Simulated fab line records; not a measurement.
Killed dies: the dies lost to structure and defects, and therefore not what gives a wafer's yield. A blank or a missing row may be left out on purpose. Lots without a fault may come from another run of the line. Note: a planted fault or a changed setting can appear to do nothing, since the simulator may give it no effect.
Chamber matching + flow n5Finfet + 4 sister chambers for N5_BEOL_M0_SAQP_HM_OPEN_112 on rieDiel-06
The step chemistry CHF3/O2, target SiO2, stops on a-Si, target depth 12 nm, time 13.5 s. 18 wafers are shown with their chamber, then 9 later ones without.

EACH WAFER AND ITS CHAMBER
| wafer  | chamber | showerheadPlenumPTorr (Torr) | drypumpMotorCurrentA (A) | throttleValvePct (%) |
|--------|---------|------------------------------|--------------------------|----------------------|
| L074.3 | 1       | 2.50                         | 5.42                     | 18.79                |
| L074.4 | 3       | 2.35                         | 5.85                     | 18.37                |
| L074.6 | 3       | 2.35                         | 5.85                     | 18.39                |
| L076.3 | 2       | 2.40                         | 5.86                     | 18.91                |
| L076.5 | 0       | 2.41                         | 6.10                     | 19.03                |
| L076.6 | 1       | 2.49                         | 5.41                     | 18.78                |
| L078.3 | 0       | 2.41                         | 6.09                     | 19.02                |
| L078.5 | 2       | 2.40                         | 5.82                     | 18.92                |
| L078.6 | 3       | 2.35                         | 5.85                     | 18.40                |
| L079.2 | 1       | 2.49                         | 5.41                     | 18.77                |
| L079.3 | 0       | 2.41                         | 6.09                     | 19.03                |
| L079.6 | 0       | 2.41                         | 6.07                     | 19.02                |
| L082.4 | 3       | 2.35                         | 5.83                     | 18.42                |
| L082.5 | 2       | 2.40                         | 5.87                     | 18.95                |
| L082.6 | 3       | 2.35                         | 5.82                     | 18.41                |
| L085.2 | 1       | 2.49                         | 5.39                     | 18.78                |
| L085.3 | 3       | 2.35                         | 5.85                     | 18.42                |
| L085.4 | 1       | 2.49                         | 5.40                     | 18.83                |

SIGNATURES, as means of the wafers listed above
| reading               | chamber 0 | chamber 1 | chamber 2 | chamber 3 | scatter within a chamber |
|-----------------------|-----------|-----------|-----------|-----------|--------------------------|
| showerheadPlenumPTorr | 2.4100    | 2.4920    | 2.4000    | 2.3500    | 0.00239                  |
| drypumpMotorCurrentA  | 6.0875    | 5.4060    | 5.8500    | 5.8417    | 0.0153                   |
| throttleValvePct      | 19.0250   | 18.7900   | 18.9267   | 18.4017   | 0.019                    |
Rule: for each reading, subtract the chamber's mean from the wafer's reading, divide by that reading's scatter and square the result; add these up over the readings and take the root, which gives the wafer's distance from the chamber. The wafer belongs to the nearest chamber; if the next one is less than 2 further off, it can't be placed. The scatter: take each reading less its chamber's mean, square it, sum over the shown wafers, divide by the number of wafers less the number of chambers, and take the root.

WAFERS MISSING THEIR CHAMBER
| wafer  | showerheadPlenumPTorr (Torr) | drypumpMotorCurrentA (A) | throttleValvePct (%) |
|--------|------------------------------|--------------------------|----------------------|
| L087.1 | 2.49                         | 5.41                     | 18.82                |
| L087.4 | 2.34                         | 5.85                     | 18.44                |
| L087.5 | 2.40                         | 6.09                     | 19.05                |
| L094.3 | 2.40                         | 6.06                     | 19.07                |
| L094.4 | 2.34                         | 5.86                     | 18.44                |
| L094.5 | 2.39                         | 5.83                     | 18.97                |
| L097.2 | 2.39                         | 6.12                     | 19.07                |
| L097.3 | 2.48                         | 5.41                     | 18.85                |
| L097.5 | 2.39                         | 6.12                     | 19.08                |

THE CHAMBER EACH PASSED THROUGH
| wafer  | from the rows above | in truth |
|--------|---------------------|----------|
| L087.1 | 1                   | 1        |
| L087.4 | 3                   | 3        |
| L087.5 | 0                   | 0        |
| L094.3 | 0                   | 0        |
| L094.4 | 3                   | 3        |
| L094.5 | 2                   | 2        |
| L097.2 | 0                   | 0        |
| L097.3 | 1                   | 1        |
| L097.5 | 0                   | 0        |
Placed correctly: 9 of 9. Left unplaced by these rows: 0. 0 placed wrongly.
